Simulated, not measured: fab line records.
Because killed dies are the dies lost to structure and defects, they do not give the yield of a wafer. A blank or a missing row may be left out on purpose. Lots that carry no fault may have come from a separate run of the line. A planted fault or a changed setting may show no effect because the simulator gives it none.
fab line records	flow n5Finfet
record lots=11	wafers=33	lastDay=17
route steps=1938 shown BEOL_M6@1197 BEOL_M7@1263 PASSIVATION@1936
lots that met no fault: from a run of the same line without faults
startH: start of the lot's first displayed wafer, in hours after the record's first day	waitH: hours from the lot's prior step to this one	" as in the row above	L1.1+2: several wafers, shown together as one row	- value missing, or start not given	* or withheld: withheld	< > ~ a bound
route shown NAME@n: a module of which the file shows steps, and the number in the route of the first	usual: mean and standard deviation over wafers with no fault	same: alike in all rows	chamber/n: place in a boat	sites: per-site readings	_std_site: their standard deviation	_edge_site: mean of outer sites minus mean of inner sites	radiusMm: how far each site lies from the wafer's centre	mask NAME#n: copy n	behind: the last tool/chamber to shape the wafer	hold: reason for holding the lot/hours on hold/outcome of the hold	device: names the non-switching transistor (n, p or np)	end of line: tests run on the same wafers once the route is complete	a step without rows: its recipe alone	killed: at the first sort, the dies lost to defects and structure; wafer yield is something else	map: dies across one wafer; x = killed, . = not, _ = none there
set.NAME: the run value of the setting; set.NAME@STEP: its run value at that earlier step	model.NAME: the simulator's own value behind a step, which no gauge read
route steps across a sampled set of lots; one table per step, one row per wafer
services: the hour from which a tool's chamber was out of use, counted from the record's first day as startH (under 0 if before that day), plus the number of hours and why
## steps
# step N5_BEOL_M6_PECVD_70
# recipe material=SiO2	targetThkA=200	tempC=400	precursor=TEOS/O2	pressureTorr=5.5	rfW=450	teosFlowSccm=53.8	gas=O2	flowSccm=3000	timeS=22.7
# usual heaterPowerOuterW=434/91	heaterPowerW=723/120	showerheadPlenumPTorr=8.82/0.066	throttleValvePct=22.5/1.2
lot.wafer	tool	chamber	startH	waitH	heaterPowerOuterW	heaterPowerW	showerheadPlenumPTorr	throttleValvePct
L523.1	pecvd-04	2	183.84	0.0	389	714	8.74	20.9
L523.2	"	0	"	"	366	635	8.71	23.4
L523.3	"	1	"	"	522	817	8.89	21.7
L524.1	pecvd-04	0	189.50	0.0	369	658	8.73	23.5
L524.3	"	1	"	"	496	796	8.88	21.8
L524.5	"	0	"	"	379	656	8.74	23.7
L525.1	pecvd-02	0	203.93	0.0	638	979	8.84	22.2
L525.4	"	2	"	"	334	633	8.77	22.0
L525.5	"	0	"	"	623	973	8.83	22.1
L526.1	pecvd-02	1	204.26	0.0	374	603	8.81	23.9
L526.3	"	0	"	"	569	901	8.83	22.1
L526.5	"	2	"	"	383	680	8.77	22.0
L527.1	pecvd-02	0	211.92	0.0	654	998	8.86	21.9
L527.5	"	1	"	"	388	630	8.81	24.0
L527.6	"	0	"	"	646	1007	8.83	22.0
L532.2	pecvd-04	2	236.41	0.0	432	771	8.76	20.9
L532.3	"	1	"	"	478	752	8.89	21.9
L532.6	"	0	"	"	328	581	8.72	23.7
L533.1	pecvd-02	1	257.75	0.0	369	600	8.80	23.9
L533.5	"	2	"	"	355	669	8.79	22.1
L533.6	"	0	"	"	558	889	8.83	22.3
L539.1	pecvd-02	1	282.44	0.0	349	564	8.80	23.8
L539.5	"	0	"	"	603	938	8.83	22.0
L539.6	"	1	"	"	358	573	8.81	24.1
L542.3	pecvd-04	2	305.07	0.0	443	785	8.76	21.1
L542.5	"	0	"	"	328	581	8.71	23.8
L542.6	"	2	"	"	440	780	8.77	21.0
L545.4	pecvd-03	0	316.18	0.1	531	781	8.93	23.4
L545.5	"	1	"	"	431	740	8.91	23.9
L545.6	"	2	"	"	431	747	8.73	20.6
L546.1	pecvd-03	0	320.47	0.0	549	867	8.92	23.5
L546.2	"	1	"	"	376	677	8.95	23.7
L546.6	"	2	"	"	361	613	8.75	20.8
# step N5_BEOL_M6_SURFACE_TREAT_79
# recipe gas=Ar	timeS=*	ionEnergyEv=*	ionCurrentMaCm2=0.5	pressureMtorr=*	arFlowSccm=30
# usual throttleValvePct=*
# same timeS=*
lot.wafer	tool	chamber	startH	waitH	throttleValvePct
L523.1	pvdSputter-03	-	188.98	0.2	*
L523.2	"	-	"	"	*
L523.3	"	-	"	"	*
L524.1	pvdSputter-02	-	194.88	0.2	*
L524.3	"	-	"	"	*
L524.5	"	-	"	"	*
L526.1	pvdSputter-02	-	211.24	0.4	*
L526.3	"	-	"	"	*
L526.5	"	-	"	"	*
L525.1	pvdSputter-02	-	211.70	0.4	*
L525.4	"	-	"	"	*
L525.5	"	-	"	"	*
L527.1	pvdSputter-02	-	214.99	0.2	*
L527.5	"	-	"	"	*
L527.6	"	-	"	"	*
L532.2	pvdSputter-02	-	241.41	0.2	*
L532.3	"	-	"	"	*
L532.6	"	-	"	"	*
L533.1	pvdSputter-02	-	265.70	0.2	*
L533.5	"	-	"	"	*
L533.6	"	-	"	"	*
L539.1	pvdSputter-02	-	287.74	1.7	*
L539.5	"	-	"	"	*
L539.6	"	-	"	"	*
L542.3	pvdSputter-01	-	309.21	0.2	*
L542.5	"	-	"	"	*
L542.6	"	-	"	"	*
L545.4	pvdSputter-03	-	320.60	0.1	*
L545.5	"	-	"	"	*
L545.6	"	-	"	"	*
L546.1	pvdSputter-01	-	326.59	0.2	*
L546.2	"	-	"	"	*
L546.6	"	-	"	"	*
# step N5_BEOL_M6_ANNEAL_51
# recipe tempC=225	timeS=90	ambient=N2
# usual wafer_temp_C_max=226.13/0.25
# same timeS=90
lot.wafer	tool	chamber	startH	waitH	wafer_temp_C_max
L523.1	rtpAnneal-02	0	189.40	0.1	226.72
L523.2	"	0	"	"	226.39
L523.3	"	0	"	"	226.12
L524.1	rtpAnneal-01	0	195.61	0.4	226.71
L524.3	"	0	"	"	225.71
L524.5	"	0	"	"	226.05
L526.1	rtpAnneal-01	0	212.13	0.1	225.89
L526.3	"	0	"	"	226.09
L526.5	"	0	"	"	226.52
L525.1	rtpAnneal-02	0	214.18	0.1	226.38
L525.4	"	0	"	"	226.29
L525.5	"	0	"	"	226.23
L527.1	rtpAnneal-02	0	215.68	0.2	226.21
L527.5	"	0	"	"	226.05
L527.6	"	0	"	"	226.27
L532.2	rtpAnneal-02	0	242.07	0.3	225.83
L532.3	"	0	"	"	226.03
L532.6	"	0	"	"	225.82
L533.1	rtpAnneal-02	0	266.68	0.5	226.06
L533.5	"	0	"	"	226.19
L533.6	"	0	"	"	225.96
L539.1	rtpAnneal-01	0	288.44	0.2	226.11
L539.5	"	0	"	"	225.81
L539.6	"	0	"	"	225.92
L542.3	rtpAnneal-01	0	310.12	0.4	226.51
L542.5	"	0	"	"	225.95
L542.6	"	0	"	"	226.05
L545.4	rtpAnneal-02	0	322.04	0.4	226.26
L545.5	"	0	"	"	226.23
L545.6	"	0	"	"	226.26
L546.1	rtpAnneal-02	0	328.11	0.8	226.09
L546.2	"	0	"	"	226.07
L546.6	"	0	"	"	225.88
# step N5_BEOL_M6_CMP_52
# recipe stopOn=SiCOH_lowk	tOverpolishS=6.9	downForcePsi=1	platenRpm=50	clearingPlatenDownForcePsi=1.5	clearingPlatenRpm=50	postCmpClean=cuAlkaline	targetThkNm=80	clearingPlatenPadVelocityMS=0.99484	padVelocityMS=0.99484
# usual barrierFieldEndpointS=28.6/0.79	motorCurrentA=6.0/0.66	platenRpm=50.00/0.038
lot.wafer	tool	chamber	startH	waitH	barrierFieldEndpointS	motorCurrentA	platenRpm
L523.1	cmp-04	2	189.69	0.3	27.1	6.1	49.98
L523.3	"	3	"	"	28.8	5.8	50.02
L523.2	"	0	"	"	27.2	5.7	49.98
L524.3	cmp-03	2	195.99	0.2	29.0	6.2	49.99
L524.1	"	3	"	"	28.0	5.3	50.08
L524.5	"	0	"	"	28.1	6.6	49.98
L526.3	cmp-01	0	212.46	0.2	28.3	7.1	49.96
L526.1	"	1	"	"	28.0	6.7	50.07
L526.5	"	0	"	"	28.2	7.1	50.00
L525.1	cmp-01	3	214.48	0.3	29.7	6.5	50.01
L525.4	"	1	"	"	28.3	6.7	50.00
L525.5	"	3	"	"	29.3	6.3	50.05
L527.1	cmp-03	0	216.02	0.3	28.0	7.1	50.02
L527.6	"	3	"	"	28.0	5.5	49.94
L527.5	"	0	"	"	28.2	7.0	50.03
L532.3	cmp-01	1	242.40	0.2	26.7	6.1	50.07
L532.2	"	2	"	"	28.1	6.0	49.98
L532.6	"	3	"	"	29.4	6.1	50.03
L533.1	cmp-04	3	267.36	0.6	22.4	5.8	50.00
L533.5	"	0	"	"	21.8	5.7	49.97
L533.6	"	1	"	"	21.8	4.8	50.01
L539.1	cmp-04	2	288.78	0.3	21.0	5.8	50.04
L539.5	"	1	"	"	20.4	4.9	49.99
L539.6	"	2	"	"	21.6	6.1	50.03
L542.3	cmp-04	2	310.33	0.2	29.4	5.7	50.03
L542.5	"	2	"	"	29.1	5.9	50.03
L542.6	"	3	"	"	29.7	6.0	49.96
L545.4	cmp-01	1	322.32	0.2	28.8	6.7	50.04
L545.6	"	2	"	"	29.3	5.9	49.97
L545.5	"	3	"	"	29.7	6.2	49.94
L546.2	cmp-03	2	328.42	0.2	27.8	5.8	49.97
L546.1	"	3	"	"	28.0	5.3	50.04
L546.6	"	2	"	"	29.2	6.1	50.04
# step N5_BEOL_M7_ILD_DEP_00
# recipe material=SiCOH_lowk	targetThkA=1797.5	tempC=300	precursor=DEMS/porogen	pressureTorr=5	rfW=500	timeS=33.4
# usual heaterPowerOuterW=139/45	heaterPowerW=299/59	showerheadPlenumPTorr=5.747/0.018	throttleValvePct=13.9/0.78
# same timeS=33.4
lot.wafer	tool	chamber	startH	waitH	heaterPowerOuterW	heaterPowerW	showerheadPlenumPTorr	throttleValvePct
L523.1	pecvd-01	0	190.18	0.0	96	243	5.739	14.7
L523.2	"	1	"	"	136	303	5.755	13.7
L523.3	"	2	"	"	65	218	5.743	12.7
L524.1	pecvd-02	1	196.40	0.0	126	258	5.742	14.7
L524.3	"	0	"	"	249	456	5.760	13.7
L524.5	"	1	"	"	131	264	5.752	15.0
L526.1	pecvd-03	1	212.91	0.0	109	262	5.769	15.0
L526.3	"	0	"	"	171	328	5.775	14.4
L526.5	"	0	"	"	177	331	5.766	14.1
L525.1	pecvd-02	1	214.99	0.0	133	257	5.727	14.6
L525.4	"	2	"	"	119	298	5.733	13.7
L525.5	"	0	"	"	239	445	5.749	13.8
L527.1	pecvd-01	1	216.47	0.0	141	305	5.756	13.9
L527.5	"	1	"	"	148	314	5.742	13.9
L527.6	"	0	"	"	79	219	5.744	14.7
L532.2	pecvd-03	1	242.81	0.0	150	315	5.775	14.8
L532.3	"	2	"	"	115	263	5.730	12.9
L532.6	"	1	"	"	153	316	5.751	15.0
L533.1	pecvd-03	0	267.74	0.0	194	351	5.767	14.3
L533.5	"	2	"	"	104	260	5.752	12.6
L533.6	"	0	"	"	198	356	5.775	14.3
L539.1	pecvd-03	2	289.23	0.0	134	288	5.736	12.9
L539.5	"	1	"	"	152	319	5.763	15.0
L539.6	"	0	"	"	203	372	5.774	14.1
L542.3	pecvd-01	1	310.87	0.1	110	263	5.765	13.9
L542.5	"	1	"	"	116	269	5.760	13.8
L542.6	"	0	"	"	117	259	5.741	14.6
L545.4	pecvd-03	1	322.71	0.1	120	283	5.778	14.8
L545.5	"	2	"	"	146	310	5.727	13.0
L545.6	"	0	"	"	208	372	5.783	14.5
L546.1	pecvd-01	1	328.93	0.0	114	273	5.762	13.7
L546.2	"	0	"	"	90	230	5.745	14.6
L546.6	"	1	"	"	113	283	5.752	13.9
# step N5_PASSIVATION_PROBE_49
# usual defectLimitedYield=91.3/1.5	killed_at_M0_to_M3=33/12	killed_at_M4_up=13/5.2	killedAtContacts=13/6.7	killedAtFrontEnd=40/11	killedAtOther=4.1/2.7	killedDies=103/17	killedOpen=69/13	killedShort=33/8.4	sort_bin_5_function=5.1/1	sort_bin_6_memory=3.2/0.62	sortNPass=1077/17	sortYieldPct=91.3/1.5
# same grossDies=1180	killedAtBackSide=0	sort_bin_4_leakage[%]=0	sort_bin_8_speed[%]=0
lot.wafer	tool	chamber	startH	waitH	defectLimitedYield[%]	killed_at_M0_to_M3	killed_at_M4_up	killedAtContacts	killedAtFrontEnd	killedAtOther	killedDies	killedOpen	killedShort	sort_bin_5_function[%]	sort_bin_6_memory[%]	sortNPass	sortYieldPct[%]
L523.1	prober-01	-	270.57	0.0	93.0	30	9	6	36	2	83	57	24	4.3	2.5	1097	93.0
L523.2	prober-01	-	270.62	0.1	93.2	20	5	15	40	0	80	62	18	3.7	3.0	1100	93.2
L523.3	prober-01	-	270.67	0.1	91.4	27	9	10	48	8	102	72	26	5.0	3.4	1078	91.4
L532.2	prober-01	-	325.53	0.1	92.1	18	11	14	42	8	93	55	38	4.8	2.7	1087	92.1
L532.3	prober-01	-	325.58	0.1	92.6	25	12	8	34	8	87	52	33	3.8	3.5	1093	92.6
L532.6	prober-01	-	325.73	0.3	93.4	21	7	18	28	4	78	37	40	3.4	3.0	1102	93.4
L533.1	prober-01	-	364.47	0.0	89.5	37	16	11	54	6	124	83	40	5.9	4.3	1056	89.5
L533.5	prober-01	-	364.67	0.2	89.3	41	14	25	43	3	126	92	32	7.0	3.5	1054	89.3
L533.6	prober-01	-	364.72	0.3	90.6	22	19	11	59	0	111	83	28	5.3	3.8	1069	90.6
L539.1	prober-02	-	382.38	0.0	90.2	42	12	15	46	1	116	85	31	5.8	3.9	1064	90.2
L539.5	prober-02	-	382.58	0.2	86.7	86	9	9	49	4	157	100	56	8.1	4.3	1023	86.7
L539.6	prober-02	-	382.63	0.3	87.9	58	17	21	46	1	143	98	45	7.7	4.2	1037	87.9
L542.3	prober-01	-	395.10	0.1	93.6	16	6	12	40	1	75	54	18	3.8	2.5	1105	93.6
L542.5	prober-01	-	395.20	0.2	93.0	23	10	17	21	12	83	56	27	4.3	2.5	1097	93.0
L542.6	prober-01	-	395.25	0.3	90.9	18	19	20	44	6	107	69	35	5.2	3.6	1073	90.9
L545.4	prober-02	-	402.94	0.2	92.5	35	18	6	26	4	89	66	23	4.0	3.4	1091	92.5
L545.5	prober-02	-	402.99	0.2	91.2	43	5	23	30	3	104	77	27	5.2	3.1	1076	91.2
L545.6	prober-02	-	403.04	0.3	93.3	22	10	14	28	5	79	57	21	4.2	2.3	1101	93.3
# killed by level:class
L523.1 FIN_SAQP:geometricParticle:open=12 BEOL_M1:geometricParticle:open=9 BEOL_M0_SAQP:geometricParticle:short=5 BEOL_M3:geometricParticle:open=5 BEOL_M4:geometricParticle:open=5 MOL_CONTACT_COAG:geometricParticle:open=4 FIN_SAQP:geometricParticle:short=3 GATE_CUT:geometricParticle:open=3
L523.2 MOL_CONTACT_COAG:geometricParticle:open=14 FIN_SAQP:geometricParticle:open=11 STI_FIN_REVEAL:geometricParticle:open=8 BEOL_M0_SAQP:geometricParticle:open=4 GATE_CUT:geometricParticle:open=4 BEOL_M0_SAQP:geometricParticle:short=4 FIN_SAQP:geometricParticle:short=3 ILD0:geometricParticle:open=3
L523.3 FIN_SAQP:geometricParticle:open=18 BEOL_M2:geometricParticle:open=8 MOL_CONTACT_COAG:geometricParticle:open=8 FIN_SAQP:geometricParticle:short=6 STI_FIN_REVEAL:geometricParticle:open=5 BEOL_M0_SAQP:geometricParticle:open=5 BEOL_M0:geometricParticle:open=4 BEOL_M3:geometricParticle:open=4
L532.2 FIN_SAQP:geometricParticle:open=14 MOL_CONTACT_COAG:geometricParticle:open=9 BEOL_M0_SAQP:geometricParticle:open=8 BEOL_M0_SAQP:geometricParticle:short=6 MOL_CONTACT_COAG:geometricParticle:short=5 FIN_SAQP:geometricParticle:short=4 STI_FIN_REVEAL:geometricParticle:open=4 GATE_CUT:geometricParticle:short=4
L532.3 STI_FIN_REVEAL:geometricParticle:open=9 MOL_CONTACT_COAG:geometricParticle:short=6 BEOL_M0_SAQP:geometricParticle:short=6 DUMMY_GATE:geometricParticle:open=5 BEOL_M0_SAQP:geometricParticle:open=5 BEOL_M2:geometricParticle:open=5 GATE_CUT:geometricParticle:open=4 GATE_CUT:geometricParticle:short=4
L532.6 MOL_CONTACT_COAG:geometricParticle:short=12 STI_FIN_REVEAL:geometricParticle:open=7 MOL_CONTACT_COAG:geometricParticle:open=6 STARTING-WAFER:geometricParticle:short=6 BEOL_M0_SAQP:geometricParticle:short=5 BEOL_M2:geometricParticle:open=5 GATE_CUT:geometricParticle:short=4 BEOL_M0_SAQP:geometricParticle:open=4
L533.1 STI_FIN_REVEAL:geometricParticle:open=18 FIN_SAQP:geometricParticle:open=12 BEOL_M0_SAQP:geometricParticle:short=8 BEOL_M2:geometricParticle:open=7 MOL_CONTACT_COAG:geometricParticle:open=6 BEOL_M3:geometricParticle:open=6 DUMMY_GATE:geometricParticle:open=5 MOL_CONTACT_COAG:geometricParticle:short=5
L533.5 MOL_CONTACT_COAG:geometricParticle:open=24 STI_FIN_REVEAL:geometricParticle:open=18 BEOL_M0_SAQP:geometricParticle:open=11 FIN_SAQP:geometricParticle:open=7 BEOL_M1:geometricParticle:open=5 BEOL_M0:geometricParticle:open=5 FIN_SAQP:geometricParticle:short=4 STI_FIN_REVEAL:geometricParticle:short=4
L533.6 FIN_SAQP:geometricParticle:open=12 STI_FIN_REVEAL:geometricParticle:open=12 FIN_SAQP:geometricParticle:short=10 MOL_CONTACT_COAG:geometricParticle:open=10 BEOL_M1:geometricParticle:open=10 GATE_CUT:geometricParticle:short=7 BEOL_M2:geometricParticle:open=6 BEOL_M5:geometricParticle:open=5
L539.1 BEOL_M0_SAQP:geometricParticle:open=15 FIN_SAQP:geometricParticle:open=12 BEOL_M0_SAQP:geometricParticle:short=11 MOL_CONTACT_COAG:geometricParticle:open=11 STI_FIN_REVEAL:geometricParticle:open=10 BEOL_M2:geometricParticle:open=6 BEOL_M1:geometricParticle:open=4 GATE_CUT:geometricParticle:open=4
L539.5 BEOL_M0_SAQP:geometricParticle:open=32 BEOL_M0_SAQP:geometricParticle:short=22 BEOL_M3:geometricParticle:open=11 BEOL_M2:geometricParticle:open=9 GATE_CUT:geometricParticle:short=8 FIN_SAQP:geometricParticle:open=7 STI_FIN_REVEAL:geometricParticle:open=7 DUMMY_GATE:geometricParticle:open=7
L539.6 BEOL_M1:geometricParticle:open=18 MOL_CONTACT_COAG:geometricParticle:open=18 BEOL_M0_SAQP:geometricParticle:short=14 STI_FIN_REVEAL:geometricParticle:open=13 BEOL_M0_SAQP:geometricParticle:open=12 FIN_SAQP:geometricParticle:short=9 GATE_CUT:geometricParticle:short=5 DUMMY_GATE:geometricParticle:open=4
L542.3 FIN_SAQP:geometricParticle:open=10 MOL_CONTACT_COAG:geometricParticle:open=10 GATE_CUT:geometricParticle:open=9 FIN_SAQP:geometricParticle:short=5 BEOL_M0_SAQP:geometricParticle:open=5 BEOL_M2:geometricParticle:open=4 STI_FIN_REVEAL:geometricParticle:open=3 DUMMY_GATE:geometricParticle:open=3
L542.5 MOL_CONTACT_COAG:geometricParticle:open=14 BEOL_M0_SAQP:geometricParticle:open=9 BEOL_M0_SAQP:geometricParticle:short=6 PASS1_CAP:geometricParticle:open=5 PASS1_CAP:geometricParticle:short=5 DUMMY_GATE:geometricParticle:open=4 ILD0:geometricParticle:open=4 BEOL_M4:geometricParticle:open=4
L542.6 MOL_CONTACT_COAG:geometricParticle:open=16 FIN_SAQP:geometricParticle:open=10 GATE_CUT:geometricParticle:short=7 BEOL_M2:geometricParticle:open=6 FIN_SAQP:geometricParticle:short=4 GATE_CUT:geometricParticle:open=4 BEOL_M4:geometricParticle:open=4 BEOL_M5:geometricParticle:open=4
L545.4 BEOL_M1:geometricParticle:open=17 BEOL_M0_SAQP:geometricParticle:open=6 BEOL_M2:geometricParticle:open=6 BEOL_M5:geometricParticle:open=6 STI_FIN_REVEAL:geometricParticle:open=5 MOL_CONTACT_COAG:geometricParticle:open=5 FIN_SAQP:geometricParticle:short=4 GATE_CUT:geometricParticle:open=4
L545.5 MOL_CONTACT_COAG:geometricParticle:open=20 BEOL_M0_SAQP:geometricParticle:open=12 BEOL_M1:geometricParticle:open=11 FIN_SAQP:geometricParticle:open=6 DUMMY_GATE:geometricParticle:open=5 BEOL_M0_SAQP:geometricParticle:short=5 BEOL_M1:geometricParticle:short=5 BEOL_M2:geometricParticle:open=5
L545.6 MOL_CONTACT_COAG:geometricParticle:open=13 STI_FIN_REVEAL:geometricParticle:open=9 BEOL_M2:geometricParticle:open=7 DUMMY_GATE:geometricParticle:open=6 BEOL_M1:geometricParticle:open=4 BEOL_M3:geometricParticle:open=4 BEOL_M0_SAQP:geometricParticle:short=3 FIN_SAQP:geometricParticle:short=3
## services
tool	chamber	startH	hours	kind
pecvd-02	2	164.86	29.8	repair
pecvd-02	-	165.15	0.4	repair
cmp-03	-	172.84	7.8	repair
cmp-01	-	183.55	2.5	repair
cmp-03	-	183.94	1.6	repair
pecvd-02	1	189.86	2.9	repair
pecvd-01	2	194.03	10.1	repair
pecvd-01	-	196.98	0.2	repair
pecvd-03	2	202.38	-	clean
pecvd-03	2	202.38	-	consumableReplace:showerhead
pecvd-03	2	202.38	29.0	scheduledDown
cmp-03	-	206.66	7.8	pm
cmp-01	-	236.34	4.0	pm
cmp-03	-	237.81	4.0	pm
pecvd-01	2	247.92	5.4	repair
cmp-03	-	265.33	1.6	repair
pecvd-03	0	275.91	7.4	repair
pecvd-01	0	278.24	12.8	repair
pecvd-04	-	278.25	1.6	repair
pvdSputter-03	-	279.46	4.2	repair
pecvd-03	1	301.75	6.2	repair
cmp-03	-	306.77	5.1	pm
pecvd-02	-	308.21	5.5	pm
cmp-01	-	313.93	4.5	pm
## key
firstSign step=N5_BEOL_M6_CMP_52	reading=barrierFieldEndpointS	direction=down	sigmas=9	usual=28.6	struck=21.5
effect none on later readings
metAt N5_BEOL_M6_PECVD_70
struckLots L533,L539
notActingAt N5_BEOL_M6_SURFACE_TREAT_79,N5_BEOL_M6_ANNEAL_51,N5_BEOL_M7_ILD_DEP_00
onsetBetween 211.92 257.75
fault kind=processParameterDrift	tool=pecvd-02	chamber=-	onsetH=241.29	steps=N5_BEOL_M6_PECVD_70	channel=timeS	offset=*	shape=step	endH=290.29	actsIn=*	stated=*
